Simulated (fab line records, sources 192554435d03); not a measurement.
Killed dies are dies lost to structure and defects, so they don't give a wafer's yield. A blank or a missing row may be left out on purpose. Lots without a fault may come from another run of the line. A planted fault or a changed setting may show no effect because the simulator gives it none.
Chamber matching | flow n5_finfet | N5_STI_FIN_REVEAL_ALD_14 on ald_sin-01: 4 sister chambers
The step deposits Si3N4, target thk 3 nm. 14 wafers are shown with their chamber, then 7 later ones without.

WAFERS WITH THEIR CHAMBER
wafer  | chamber | heater_power_w (W)
L075.2 | 3       | 739
L075.3 | 1       | 704
L075.6 | 1       | 690
L080.1 | 2       | 1016
L080.2 | 0       | 717
L080.3 | 1       | 704
L080.4 | 3       | 721
L080.5 | 2       | 970
L080.6 | 1       | 702
L081.1 | 3       | 726
L081.3 | 1       | 709
L081.6 | 0       | 716
L083.3 | 1       | 703
L083.4 | 0       | 704

SIGNATURES (means of the wafers above)
reading        | chamber 0 | chamber 1 | chamber 2 | chamber 3 | scatter within a chamber
heater_power_w | 712.33    | 702.00    | 993.00    | 728.67    | 12.4
Rule: a wafer's distance from a chamber is the root of the sum, over the readings, of the square of ((its reading less the chamber's mean) divided by the reading's scatter). The wafer belongs to the nearest chamber; if the next one is less than 2 further off, it can't be placed. The scatter: the root of (the sum of the squares of (reading less its chamber's mean) over the shown wafers, divided by (wafers less chambers)).

WAFERS WITHOUT THEIR CHAMBER
wafer  | heater_power_w (W)
L083.5 | 718
L084.1 | 718
L084.2 | 962
L084.4 | 701
L089.2 | 684
L089.3 | 1011
L089.6 | 1021

WHICH CHAMBER EACH WENT THROUGH
wafer  | from the rows above          | in truth
L083.5 | can't be placed: 0 or 3 or 1 | 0
L084.1 | can't be placed: 0 or 3 or 1 | 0
L084.2 | 2                            | 2
L084.4 | can't be placed: 1 or 0      | 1
L089.2 | can't be placed: 1 or 0      | 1
L089.3 | 2                            | 2
L089.6 | 2                            | 2
Placed correctly: 3 of 7. Can't be placed from these rows: 4 (the true chamber is among the candidates in 4). Placed wrongly: 0.
